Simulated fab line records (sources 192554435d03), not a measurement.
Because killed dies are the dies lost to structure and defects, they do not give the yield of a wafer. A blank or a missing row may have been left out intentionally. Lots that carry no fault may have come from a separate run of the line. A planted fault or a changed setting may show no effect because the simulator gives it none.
Split-lot experiment | flow n5Finfet | 21 wafers read across 7 lots, on a route 1938 steps long

ABOUT THE SPLIT
At N5_SDB_ALD_29 (deposits SiNx, target thk 30 nm, pulse time 1 s, ald cycles 600), the setting aldCycles was moved away from the recipe's 600 on 7 of the 21 wafers read, by -15.2% to +7.2%. All remaining wafers had this setting at the recipe value.

Reading taken at the split's own step.

THE READING
SiNx_of_SDB_ALD_29.thkNm (the simulator's own value, which no gauge read), in nm, at N5_SDB_ALD_29 (deposits SiNx, target thk 30 nm, pulse time 1 s, ald cycles 600). There is no usual value for it anywhere in the file. The 14 wafers here that ran the recipe average 30.0 nm, standard deviation 0.13 nm.

wafer  | tool, chamber at the split | aldCycles as run | against the recipe | SiNx_of_SDB_ALD_29.thkNm, nm | against lot-mates on the recipe
L075.3 | aldSin-04, 0               | 566              | -5.7%              | 28.2                         | -1.6
L075.4 | aldSin-04, 0,2             | 600              | recipe             | 29.8                         | -
L075.6 | aldSin-04, 0,2             | 600              | recipe             | 29.8                         | -
L076.2 | aldSin-01, 3               | 600              | recipe             | 30                           | -
L076.3 | aldSin-01, 1               | 600              | recipe             | 29.8                         | -
L076.5 | aldSin-01, 1               | 642              | +7.0%              | 32.2                         | +2.3
L078.3 | aldSin-04, 3               | 572              | -4.7%              | 28.4                         | -1.6
L078.4 | aldSin-04, 1,0             | 600              | recipe             | 30                           | -
L078.6 | aldSin-04, 1,0             | 600              | recipe             | 30                           | -
L081.1 | aldSin-04, 1               | 642              | +7.0%              | 32.2                         | +2.1
L081.2 | aldSin-04, 2               | 600              | recipe             | 30                           | -
L081.5 | aldSin-04, 1               | 600              | recipe             | 30.2                         | -
L086.1 | aldSin-01, 1               | 600              | recipe             | 29.8                         | -
L086.2 | aldSin-01, 2,0             | 600              | recipe             | 30                           | -
L086.4 | aldSin-01, 2,0             | 600              | recipe             | 30                           | -
L087.1 | aldSin-04, 2               | 600              | recipe             | 30                           | -
L087.3 | aldSin-04, 1,3             | 643              | +7.2%              | 32.2                         | +2.2
L087.4 | aldSin-04, 1,3             | 643              | +7.2%              | 32.2                         | +2.2
L096.3 | aldSin-03, 2               | 509              | -15.2%             | 25.4                         | -4.7
L096.4 | aldSin-03, 1               | 600              | recipe             | 30                           | -
L096.5 | aldSin-03, 0               | 600              | recipe             | 30.2                         | -
The file does not say which wafer passed through which chamber wherever a row lists several chambers: such a row stands for several wafers.

FIT RESULTS
A straight line over all 21 wafers: SiNx_of_SDB_ALD_29.thkNm changes by +0.309 nm for each +1% of aldCycles; r = +1.00; the points scatter about the line by 0.12 nm.
The same after taking each lot's own level away (the mean of its wafers on the recipe; 21 wafers): +0.31 nm for each +1%; r = +1.00; scatter 0.091 nm.
On that fit, the largest move of aldCycles shifts the reading by 4.7 nm.
From 29.80 to 30.10 nm: that is the span of the lots' own levels, equal to 2.3 times the standard deviation above.
The two slopes agree, so the slope changes little with the lot-to-lot level.
Check: with one of the wafers moved furthest among these (-15.2%) left out of the fit, the line predicts -4.7 nm for it against its lot-mates. Against them it came out at -4.7 nm.

FURTHER SPLITS ON THESE WAFERS
Note: prior to the reading, these wafers also went through further splits. Each is held against what the fit with the lots' levels taken away leaves over:
other split on the same wafers        | wafers away from the commonest value | r with SiNx_of_SDB_ALD_29.thkNm (lot level and that fit taken away)
N5_ZERO_LAYER_PECVD_02 timeS          | 7                                    | +0.35
N5_ZERO_LAYER_DEVELOP_10 developTimeS | 6                                    | +0.10
N5_FIN_SAQP_DESCUM_21 timeS           | 6                                    | +0.14
N5_FIN_SAQP_ETCH_64 biasW             | 8                                    | +0.27
N5_DUMMY_GATE_COAT_28 spinRpm         | 5                                    | +0.01
N5_DUMMY_GATE_EXPOSE_12 doseMj        | 4                                    | +0.14
N5_SD_EPI_N_EPI_21 tempC              | 7                                    | -0.04
N5_SD_EPI_P_COAT_34 spinRpm           | 7                                    | -0.38

THE FILE'S OWN FIT
SiNx_of_SDB_ALD_29.thkNm changes by +0.31 nm for each +1% of aldCycles, r = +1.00.
